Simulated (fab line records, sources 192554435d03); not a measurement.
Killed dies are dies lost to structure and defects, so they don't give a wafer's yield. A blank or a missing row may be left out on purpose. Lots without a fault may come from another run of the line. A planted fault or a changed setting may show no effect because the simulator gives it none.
Split-lot experiment | flow n5_finfet | 7 lots, 21 wafers read, on a route of 1938 steps

THE SPLIT
At N5_BEOL_M11_ETCH_41 (etches SiCN in CH3F/O2, target depth 42.6 nm, time 86 s), the setting time_s was moved away from the recipe's 86 s on 5 of the 21 wafers read, by -22.0% to +17.3%. The other wafers ran this setting at the recipe's value.

The reading is taken at the split's own step.

THE READING
etch.depth_nm (the simulator's own value, which no gauge read), in nm, at N5_BEOL_M11_ETCH_41 (etches SiCN in CH3F/O2, target depth 42.6 nm, time 86 s). The file gives no usual value for it. The 16 wafers here that ran the recipe average 32.57 nm, standard deviation 0.42 nm.

wafer  | tool, chamber at the split | time_s as run, s | against the recipe | etch.depth_nm, nm | against lot-mates on the recipe
L075.1 | rie_diel-02, 2             | 86               | recipe             | 32.47             | -
L075.3 | rie_diel-02, 1             | 86               | recipe             | 32.88             | -
L075.4 | rie_diel-02, 3             | 86               | recipe             | 33.04             | -
L076.1 | rie_diel-03, 3             | 92.02            | +7.0%              | 34.23             | +1.80
L076.2 | rie_diel-03, 0             | 86               | recipe             | 32.43             | -
L076.6 | rie_diel-03, 2             | 92.02            | +7.0%              | 34.51             | +2.08
L077.2 | rie_diel-03, 3             | 86               | recipe             | 32.27             | -
L077.5 | rie_diel-03, 1             | 86               | recipe             | 32.89             | -
L077.6 | rie_diel-03, 2             | 67.06            | -22.0%             | 25.34             | -7.24
L080.4 | rie_diel-02, 1             | 86               | recipe             | 32.9              | -
L080.5 | rie_diel-02, 3             | 97.96            | +13.9%             | 37.09             | +4.36
L080.6 | rie_diel-02, 2             | 86               | recipe             | 32.56             | -
L087.1 | rie_diel-03, 0             | 86               | recipe             | 32.78             | -
L087.2 | rie_diel-03, 1             | 86               | recipe             | 33.09             | -
L087.4 | rie_diel-03, 2             | 86               | recipe             | 32.15             | -
L089.2 | rie_diel-03, 2             | 86               | recipe             | 32.26             | -
L089.3 | rie_diel-03, 3             | 86               | recipe             | 32.06             | -
L089.5 | rie_diel-03, 2             | 86               | recipe             | 32.36             | -
L090.1 | rie_diel-04, 2             | 100.9            | +17.3%             | 37.8              | +5.30
L090.2 | rie_diel-04, 3             | 86               | recipe             | 31.71             | -
L090.4 | rie_diel-04, 0             | 86               | recipe             | 33.29             | -

THE FIT
A straight line over all 21 wafers: etch.depth_nm changes by +0.315 nm for each +1% of time_s; r = +0.98; the points scatter about the line by 0.41 nm.
The same after taking each lot's own level away (the mean of its wafers on the recipe; 21 wafers): +0.316 nm for each +1%; r = +0.99; scatter 0.36 nm.
On that fit, the largest move of time_s shifts the reading by 7 nm.
The lots' own levels span 32.227 to 32.797 nm, that is 1.4 times the standard deviation above.
So the lot-to-lot level changes the slope little: the two slopes agree.
Check: with one of the wafers moved furthest among these (-22.0%) left out of the fit, the line predicts -6.72 nm for it against its lot-mates. It came out at -7.24 nm against them.

OTHER SPLITS ON THESE WAFERS
These wafers also went through other splits before the reading. Each is held against what the fit with the lots' levels taken away leaves over:
other split on the same wafers    | wafers away from the commonest value | r with etch.depth_nm (lot level and that fit taken away)
N5_BEOL_M5_HM_DEP_02 target_thk_a | 11                                   | +0.00
N5_BEOL_M5_ETCH_41 source_w       | 7                                    | +0.22
N5_BEOL_M7_PECVD_70 temp_c        | 6                                    | +0.25
N5_BEOL_M7_HM_DEP_02 target_thk_a | 9                                    | +0.25
N5_BEOL_M7_DESCUM_33 time_s       | 11                                   | +0.05
N5_BEOL_M7_VIA_ETCH_34 source_w   | 6                                    | -0.63
N5_BEOL_M8_ETCH_65 source_w       | 5                                    | +0.42
N5_BEOL_M10_COAT_22 spin_rpm      | 7                                    | +0.05
N5_BEOL_M10_EXPOSE_25 dose_mj     | 8                                    | -0.10
N5_BEOL_M10_ETCH_41 source_w      | 6                                    | +0.30

THE FILE'S OWN FIT
etch.depth_nm changes by +0.317 nm for each +1% of time_s, r = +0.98.
